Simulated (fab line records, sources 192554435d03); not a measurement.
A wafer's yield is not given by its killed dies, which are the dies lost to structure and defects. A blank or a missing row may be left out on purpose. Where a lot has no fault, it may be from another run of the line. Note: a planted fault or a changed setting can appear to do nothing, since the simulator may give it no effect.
Split-lot trial || flow n5_finfet || 21 wafers read from 7 lots, route of 1938 steps

ABOUT THE SPLIT
At N5_BEOL_M3_ETCH_41 (etches SiCN in CH3F/O2, target depth 29.9 nm, time 52.5 s), the setting target_depth_a was moved away from the recipe's 299 angstrom on 5 of the 21 wafers read, by -7.8% to +10.0%. For the rest of the wafers, this setting stayed at what the recipe calls for.

The reading is taken at the split's own step.

THE READING
etch.depth_nm (the simulator's own value, which no gauge read), in nm, at N5_BEOL_M3_ETCH_41 (etches SiCN in CH3F/O2, target depth 29.9 nm, time 52.5 s). There is no usual value for it anywhere in the file. Across the 16 wafers here that went through the recipe, the average is 20.11 nm and the standard deviation 0.4 nm.

{"wafer": "L075.1", "tool, chamber at the split": "rie_diel-05, 0", "target_depth_a as run, angstrom": 299, "against the recipe": "recipe", "etch.depth_nm, nm": 20.49, "against lot-mates on the recipe": "-"}
{"wafer": "L075.2", "tool, chamber at the split": "rie_diel-05, 1", "target_depth_a as run, angstrom": 299, "against the recipe": "recipe", "etch.depth_nm, nm": 19.96, "against lot-mates on the recipe": "-"}
{"wafer": "L075.3", "tool, chamber at the split": "rie_diel-05, 2", "target_depth_a as run, angstrom": 299, "against the recipe": "recipe", "etch.depth_nm, nm": 20.69, "against lot-mates on the recipe": "-"}
{"wafer": "L076.3", "tool, chamber at the split": "rie_diel-03, 1", "target_depth_a as run, angstrom": 324.3, "against the recipe": "+8.5%", "etch.depth_nm, nm": 21.59, "against lot-mates on the recipe": "+1.83"}
{"wafer": "L076.4", "tool, chamber at the split": "rie_diel-03, 2", "target_depth_a as run, angstrom": 299, "against the recipe": "recipe", "etch.depth_nm, nm": 19.8, "against lot-mates on the recipe": "-"}
{"wafer": "L076.5", "tool, chamber at the split": "rie_diel-03, 0", "target_depth_a as run, angstrom": 299, "against the recipe": "recipe", "etch.depth_nm, nm": 19.71, "against lot-mates on the recipe": "-"}
{"wafer": "L087.1", "tool, chamber at the split": "rie_diel-03, 1", "target_depth_a as run, angstrom": 299, "against the recipe": "recipe", "etch.depth_nm, nm": 20.34, "against lot-mates on the recipe": "-"}
{"wafer": "L087.5", "tool, chamber at the split": "rie_diel-03, 1", "target_depth_a as run, angstrom": 328.9, "against the recipe": "+10.0%", "etch.depth_nm, nm": 22.46, "against lot-mates on the recipe": "+2.24"}
{"wafer": "L087.6", "tool, chamber at the split": "rie_diel-03, 3", "target_depth_a as run, angstrom": 299, "against the recipe": "recipe", "etch.depth_nm, nm": 20.1, "against lot-mates on the recipe": "-"}
{"wafer": "L090.2", "tool, chamber at the split": "rie_diel-06, 1", "target_depth_a as run, angstrom": 299, "against the recipe": "recipe", "etch.depth_nm, nm": 19.43, "against lot-mates on the recipe": "-"}
{"wafer": "L090.5", "tool, chamber at the split": "rie_diel-06, 0", "target_depth_a as run, angstrom": 299, "against the recipe": "recipe", "etch.depth_nm, nm": 19.78, "against lot-mates on the recipe": "-"}
{"wafer": "L090.6", "tool, chamber at the split": "rie_diel-06, 3", "target_depth_a as run, angstrom": 299, "against the recipe": "recipe", "etch.depth_nm, nm": 19.98, "against lot-mates on the recipe": "-"}
{"wafer": "L092.2", "tool, chamber at the split": "rie_diel-05, 2", "target_depth_a as run, angstrom": 299, "against the recipe": "recipe", "etch.depth_nm, nm": 20.86, "against lot-mates on the recipe": "-"}
{"wafer": "L092.3", "tool, chamber at the split": "rie_diel-05, 0", "target_depth_a as run, angstrom": 317.1, "against the recipe": "+6.1%", "etch.depth_nm, nm": 21.73, "against lot-mates on the recipe": "+0.87"}
{"wafer": "L092.6", "tool, chamber at the split": "rie_diel-05, 1", "target_depth_a as run, angstrom": 317.1, "against the recipe": "+6.1%", "etch.depth_nm, nm": 21.53, "against lot-mates on the recipe": "+0.67"}
{"wafer": "L093.1", "tool, chamber at the split": "rie_diel-05, 2", "target_depth_a as run, angstrom": 299, "against the recipe": "recipe", "etch.depth_nm, nm": 20.73, "against lot-mates on the recipe": "-"}
{"wafer": "L093.2", "tool, chamber at the split": "rie_diel-05, 1", "target_depth_a as run, angstrom": 275.8, "against the recipe": "-7.8%", "etch.depth_nm, nm": 18.59, "against lot-mates on the recipe": -1.84}
{"wafer": "L093.6", "tool, chamber at the split": "rie_diel-05, 1", "target_depth_a as run, angstrom": 299, "against the recipe": "recipe", "etch.depth_nm, nm": 20.13, "against lot-mates on the recipe": "-"}
{"wafer": "L094.2", "tool, chamber at the split": "rie_diel-03, 2", "target_depth_a as run, angstrom": 299, "against the recipe": "recipe", "etch.depth_nm, nm": 19.94, "against lot-mates on the recipe": "-"}
{"wafer": "L094.4", "tool, chamber at the split": "rie_diel-03, 1", "target_depth_a as run, angstrom": 299, "against the recipe": "recipe", "etch.depth_nm, nm": 20.03, "against lot-mates on the recipe": "-"}
{"wafer": "L094.6", "tool, chamber at the split": "rie_diel-03, 0", "target_depth_a as run, angstrom": 299, "against the recipe": "recipe", "etch.depth_nm, nm": 19.75, "against lot-mates on the recipe": "-"}

FIT RESULTS
A straight line over all 21 wafers: etch.depth_nm changes by +0.216 nm for each +1% of target_depth_a; r = +0.91; the points scatter about the line by 0.38 nm.
The same after taking each lot's own level away (the mean of its wafers on the recipe; 21 wafers): +0.205 nm for each +1%; r = +0.95; scatter 0.25 nm.
Per that fit: largest target_depth_a move, reading shift of 2 nm.
Measured against the standard deviation above, the lots' own levels, which go from 19.730 to 20.860 nm, span 2.9 times it.
So the lot-to-lot level changes the slope little: the two slopes agree.
Check: +1.89 nm against its lot-mates is what the line predicts for one of the wafers moved furthest among these (+10.0%) when that wafer is left out of the fit. Against them it came out at +2.24 nm.

ADDITIONAL SPLITS CARRIED BY THESE WAFERS
Before the reading, these wafers also passed through other splits. Each is held against what the fit with the lots' levels taken away leaves over:
{"other split on the same wafers": "N5_MOL_CONTACT_COAG_DESCUM_45 time_s", "wafers away from the commonest value": 7, "r with etch.depth_nm (lot level and that fit taken away)": -0.13}
{"other split on the same wafers": "N5_BEOL_M0_SAQP_EXPOSE_37 dose_mj", "wafers away from the commonest value": 8, "r with etch.depth_nm (lot level and that fit taken away)": "+0.36"}
{"other split on the same wafers": "N5_BEOL_M0_SAQP_ALD_48 ald_cycles", "wafers away from the commonest value": 5, "r with etch.depth_nm (lot level and that fit taken away)": "+0.08"}
{"other split on the same wafers": "N5_BEOL_M1_EXPOSE_25 dose_mj", "wafers away from the commonest value": 5, "r with etch.depth_nm (lot level and that fit taken away)": "+0.33"}
{"other split on the same wafers": "N5_BEOL_M2_ETCH_64 bias_w", "wafers away from the commonest value": 9, "r with etch.depth_nm (lot level and that fit taken away)": "+0.03"}

FILE'S OWN FIT
etch.depth_nm changes by +0.212 nm for each +1% of target_depth_a, r = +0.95.
